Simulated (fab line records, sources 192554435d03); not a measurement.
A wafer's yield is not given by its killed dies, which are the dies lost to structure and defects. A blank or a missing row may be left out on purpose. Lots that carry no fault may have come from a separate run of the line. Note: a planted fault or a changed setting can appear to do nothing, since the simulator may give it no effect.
Matching of chambers | flow n5 finfet | 4 sister chambers for N5_SDB_STRIP_21 on rie diel-04
The step strips in CF4. 18 wafers are shown with their chamber, then 9 later ones without.

WAFERS, EACH WITH ITS CHAMBER
wafer  | chamber | showerhead plenum p Torr (Torr) | throttle valve pct (%) | drypump motor current A (A)
L074.2 | 3       | 1.91                            | 13.32                  | 6.0
L074.5 | 3       | 1.91                            | 13.32                  | 6.0
L074.6 | 2       | 1.75                            | 13.41                  | 5.8
L076.2 | 3       | 1.91                            | 13.33                  | 6.0
L076.4 | 2       | 1.75                            | 13.42                  | 5.9
L076.6 | 3       | 1.91                            | 13.33                  | 6.0
L079.1 | 3       | 1.91                            | 13.36                  | 6.0
L079.4 | 2       | 1.75                            | 13.45                  | 5.8
L079.6 | 3       | 1.91                            | 13.36                  | 6.0
L085.2 | 1       | 1.77                            | 13.93                  | 5.9
L085.4 | 3       | 1.90                            | 13.39                  | 6.0
L085.6 | 3       | 1.90                            | 13.38                  | 6.0
L087.2 | 1       | 1.76                            | 13.93                  | 5.9
L087.5 | 1       | 1.76                            | 13.92                  | 6.0
L087.6 | 2       | 1.75                            | 13.48                  | 5.9
L089.2 | 0       | 1.77                            | 13.85                  | 6.5
L089.3 | 3       | 1.90                            | 13.41                  | 6.0
L089.6 | 2       | 1.74                            | 13.49                  | 5.8

SIGNATURES, as means of the wafers listed above
reading                  | chamber 0 | chamber 1 | chamber 2 | chamber 3 | scatter within a chamber
showerhead plenum p Torr | 1.7700    | 1.7633    | 1.7480    | 1.9067    | 0.00498
throttle valve pct       | 13.8500   | 13.9267   | 13.4500   | 13.3556   | 0.0313
drypump motor current A  | 6.500     | 5.933     | 5.840     | 6.000     | 0.0365
Rule: a wafer lies at a distance from a chamber equal to the root of the sum of squares, over the readings, of (its reading less the chamber's mean, divided by the reading's scatter). If the next closest chamber is less than 2 further off than the closest, the wafer can't be placed; otherwise it belongs to the closest. The scatter: take each reading less its chamber's mean, square it, sum over the shown wafers, divide by the number of wafers less the number of chambers, and take the root.

WAFERS MISSING THEIR CHAMBER
wafer  | showerhead plenum p Torr (Torr) | throttle valve pct (%) | drypump motor current A (A)
L094.2 | 1.76                            | 13.35                  | 5.9
L094.3 | 1.74                            | 13.53                  | 5.8
L094.4 | 1.77                            | 13.88                  | 6.5
L095.1 | 1.90                            | 13.45                  | 6.0
L095.3 | 1.74                            | 13.53                  | 5.9
L095.4 | 1.90                            | 13.44                  | 6.0
L096.2 | 1.74                            | 13.56                  | 5.8
L096.3 | 1.89                            | 13.47                  | 6.0
L096.6 | 1.76                            | 13.39                  | 6.0

CHAMBER TAKEN BY EACH
wafer  | from the rows above | in truth
L094.2 | 2                   | 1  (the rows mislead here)
L094.3 | 2                   | 2
L094.4 | 0                   | 0
L095.1 | 3                   | 3
L095.3 | 2                   | 2
L095.4 | 3                   | 3
L096.2 | 2                   | 2
L096.3 | 3                   | 3
L096.6 | 2                   | 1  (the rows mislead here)
Placed correctly: 7 of 9. From these rows, 0 cannot be placed. Placed wrongly: 2.
